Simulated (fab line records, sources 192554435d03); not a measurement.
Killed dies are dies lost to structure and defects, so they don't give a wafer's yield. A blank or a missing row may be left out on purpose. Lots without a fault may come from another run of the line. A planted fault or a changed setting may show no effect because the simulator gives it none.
Chamber matching | flow n5_finfet | N5_BEOL_M1_ALD_98 on ald_sin-04: 4 sister chambers
The step deposits SiO2, target thk 2.5 nm, pulse time 1 s, co reactant pulse time 1 s. 4 wafers are shown with their chamber, then 10 later ones without.

WAFERS WITH THEIR CHAMBER
wafer  | chamber | heater_power_w (W)
L088.3 | 3       | 77
L088.5 | 2       | 72
L092.1 | 0       | 86
L092.2 | 1       | 71

WAFERS WITHOUT THEIR CHAMBER
wafer  | heater_power_w (W)
L092.5 | 86
L094.1 | 85
L094.4 | 76
L094.5 | 68
L095.1 | 70
L095.4 | 71
L095.6 | 71
L096.3 | 75
L096.5 | 78
L096.6 | 87

WHICH CHAMBER EACH WENT THROUGH
wafer  | from the rows above          | in truth
L092.5 | 0                            | 0
L094.1 | 0                            | 0
L094.4 | 3                            | 3
L094.5 | can't be placed: 1 or 2      | 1
L095.1 | can't be placed: 1 or 2      | 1
L095.4 | can't be placed: 1 or 2      | 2
L095.6 | can't be placed: 1 or 2      | 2
L096.3 | can't be placed: 3 or 2 or 1 | 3
L096.5 | 3                            | 3
L096.6 | 0                            | 0
Placed correctly: 5 of 10. Can't be placed from these rows: 5 (the true chamber is among the candidates in 5). Placed wrongly: 0.
How it was worked out, from the rows above alone: a wafer's distance from a chamber is the root of the sum, over the readings, of the square of ((its reading less the chamber's mean) divided by the reading's scatter). The wafer belongs to the nearest chamber; if the next one is less than 2 further off, it can't be placed. A chamber's mean is the mean of its shown wafers. The scatter: with one shown wafer a chamber, the root of the mean of the squares of how far each hidden wafer lies from its nearest shown one.
